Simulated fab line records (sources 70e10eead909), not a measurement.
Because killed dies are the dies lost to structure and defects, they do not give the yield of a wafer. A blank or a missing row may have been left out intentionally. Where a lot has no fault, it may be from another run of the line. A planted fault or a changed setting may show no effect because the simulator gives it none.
Struck lot and sound lot, side by side | flow nand-harc | 40 out of 1159 route steps
Sound: wafers L557.2, L557.3, L557.4. Wafers struck: L572.3, L572.4, L572.6. At the end, the cause is stated.
Each step with rows lists, per side, the tool, then ch with its chambers, then its first start. Under that, the readings that differ: sound wafers | struck wafers | difference of the means | sigmas: that difference in standard deviations of wafers without a fault.
alike: a reading whose means differ by less than 2 such deviations, as well as words and numbers matching on both sides. not compared: withheld readings; readings where some wafer has no value; bounds like >300 that might hide an equal value; numbers whose values overlap and for which the record gives no deviation.
A row with sigmas, a row that says differs or no value, or rows on one side alone: a step with any of these is where the two part. When numbers do not overlap yet have no deviation, they are printed without sigmas and do not part them. A reading missing from all wafers of one side parts the sides only when that side holds two or more wafers.

first, 5 steps without rows for these wafers: NHARC_P_M0_SOFTBAKE_04 (time 55 s); NHARC_P_M0_EBR_05; NHARC_P_M0_EXPOSE_06 (exposes mask P M0, target cd 90 nm); NHARC_P_M0_PEB_07 (peb time 65 s); NHARC_P_M0_DEVELOP_08 (develop time 35 s).
NHARC_P_M0_CD_MEAS_09: the cd target is 90 nm.
  sound on cd-sem-03 ch 0, day 7 04:40; struck on cd-sem-03 ch 0, day 10 23:41
  alike: cd-nm
NHARC_P_M0_OVL_MEAS_10: pitch 180 nm.
  sound on overlay-02, day 7 04:44; struck on overlay-02, day 10 23:46
  alike: overlay-x-nm, overlay-y-nm
NHARC_P_M0_INSPECT_11:
  sound on defect-inspect-02, day 7 04:47; struck on defect-inspect-01, day 10 23:49
  alike: raw-defect-count
then, 3 steps without rows for these wafers: NHARC_P_M0_DESCUM_14 (chemistry O2, time 3 s); NHARC_P_M0_ETCH_34 (etches the open film in N2/H2, target depth 40 nm, overetch 12 nm, time 43.94 s); NHARC_P_M0_ETCH_15 (etches the open film in C4F8/Ar, target depth 150 nm, overetch 15 nm, time 82.5 s).
NHARC_P_M0_CD_MEAS_16:
  sound on cd-sem-03, day 7 05:08; struck on cd-sem-03, day 11 00:11
  alike: cd-nm
NHARC_P_M0_STRIP_18: strips in N2/H2.
  sound on rie-diel-12 ch 0,1,2, day 7 05:14; struck on rie-diel-12 ch 0,2,3, day 11 00:18
  alike: drypump-motor-current-A, oes-product-au, rf-vpp-V, showerhead-plenum-p-Torr, throttle-valve-pct
  not compared: rf-hours-counter-h
then, 2 steps without rows for these wafers: NHARC_P_M0_STRIP_19 (strips in post etch residue remover, time 600 s); NHARC_P_M0_DEGAS_28 (time 60 s).
NHARC_P_M0_PRE_CLEAN_29: time 30 s.
  sound on pvd-sputter-01; struck on pvd-sputter-03
  alike: heater-power-w
then, 1 step without rows for these wafers: NHARC_P_M0_PVD_20 (deposits TaN, target thk 5 nm, time 8.06 s).
NHARC_P_M0_PVD_21: deposits Cu, target thk 30 nm, time 20.49 s.
  sound on pvd-sputter-01; struck on pvd-sputter-03
  alike: throttle-valve-pct
then, 2 steps without rows for these wafers: NHARC_P_M0_ECD_22 (material Cu, target thk 400 nm); NHARC_P_M0_ANNEAL_30 (time 90 s).
NHARC_P_M0_CMP_23: polishes, t overpolish 20 s, target thk 117.53 nm.
  sound on cmp-01 ch 1,2,3, day 7 06:52; struck on cmp-03 ch 0,1, day 11 01:53
  alike: motor-current-A, time-to-endpoint-s
  not compared: pad-life-wafers
NHARC_P_M0_THK_MEAS_24: measures by xrf.
  sound on film-metro-01, day 7 07:11; struck on film-metro-01, day 11 02:13
  alike: thk-nm
after that, 1 step had no rows for these wafers: NHARC_P_M0_SRD_25.
NHARC_P_M0_PRE_CLEAN_31: time 12 s.
  sound on pecvd-02 ch 0,1,2, day 7 07:25; struck on pecvd-03 ch 0,2, day 11 02:26
  alike: heater-power-w
NHARC_P_M0_DEP_32: deposits SiCN, target thk 30 nm.
  sound on pecvd-02 ch 0,1,2, day 7 07:30; struck on pecvd-03 ch 0,2, day 11 02:31
  alike: heater-power-w
then, 10 steps without rows for these wafers: NHARC_P_M1_DEP_00 (deposits SiOC, target thk 182.5 nm); NHARC_P_M1_DEHYDRATE_01 (time 120 s); NHARC_P_M1_HMDS_02 (time 30 s); NHARC_P_M1_COAT_34 (time 65 s); NHARC_P_M1_COAT_03 (resist thk 90 nm); NHARC_P_M1_SOFTBAKE_04 (time 55 s); NHARC_P_M1_EBR_05; NHARC_P_M1_EXPOSE_06 (exposes mask P M1, target cd 130 nm); NHARC_P_M1_PEB_07 (peb time 65 s); NHARC_P_M1_DEVELOP_08 (develop time 35 s).
NHARC_P_M1_CD_MEAS_09: the cd target is 130 nm.
  sound on cd-sem-02 ch 0, day 7 08:46; struck on cd-sem-03 ch 0, day 11 03:46
  alike: cd-nm
NHARC_P_M1_OVL_MEAS_10: pitch 260 nm.
  sound on overlay-02, day 7 08:51; struck on overlay-01, day 11 03:50
  alike: overlay-x-nm, overlay-y-nm
then, 2 steps without rows for these wafers: NHARC_P_M1_DESCUM_14 (chemistry O2, time 3 s); NHARC_P_M1_ETCH_35 (etches the open film in N2/H2, target depth 40 nm, overetch 12 nm, time 43.94 s).
-- record jumps: 13 days between struck wafers' starts before vs after; left off in module P_M1, resumes in module END, first step shown is number 1159 of the route --
NHARC_END_SORT_01:
  sound on prober-01 ch 0, day 20 23:23; struck on prober-02 ch 0, day 24 14:06
  reading                  | sound           | struck         | difference | sigmas
  defect-limited-yield (%) | 97.9 99.0 97.0  | 82.3 82.0 81.2 | -16.1      | -8
  killed-at-array          | 13 6 17         | 58 46 59       | +42        | +3
  killed-at-other          | 0 1 0           | 2 1 4          | +2         | +2
  killed-at-periphery      | 1 0 3           | 60 75 64       | +65        | +28
  killed-dies              | 14 7 20         | 120 122 127    | +109       | +8
  sort_bin_2_pct (%)       | 0.3 0.4 1.2     | 6.6 8.9 8.4    | +7.3       | +9
  sort_bin_3_pct (%)       | 0 0 0.15        | 2.51 1.77 1.77 | +1.97      | +9
  sort_bin_4_pct (%)       | 1.8 0.6 1.6     | 8.6 7.4 8.6    | +6.9       | +6
  sort-n-pass              | 663 670 657     | 557 555 550    | -109       | -8
  sort-rim-yield-pct (%)   | 100.0 99.1 95.3 | 93.4 87.7 89.6 | -7.9       | -3
  sort-yield-pct (%)       | 97.9 99.0 97.0  | 82.3 82.0 81.2 | -16.1      | -8
  alike: killed-open, killed-short

== WHERE THEY PART ==
Within this record, at NHARC_END_SORT_01 only.

WHY: the cause the simulator had injected
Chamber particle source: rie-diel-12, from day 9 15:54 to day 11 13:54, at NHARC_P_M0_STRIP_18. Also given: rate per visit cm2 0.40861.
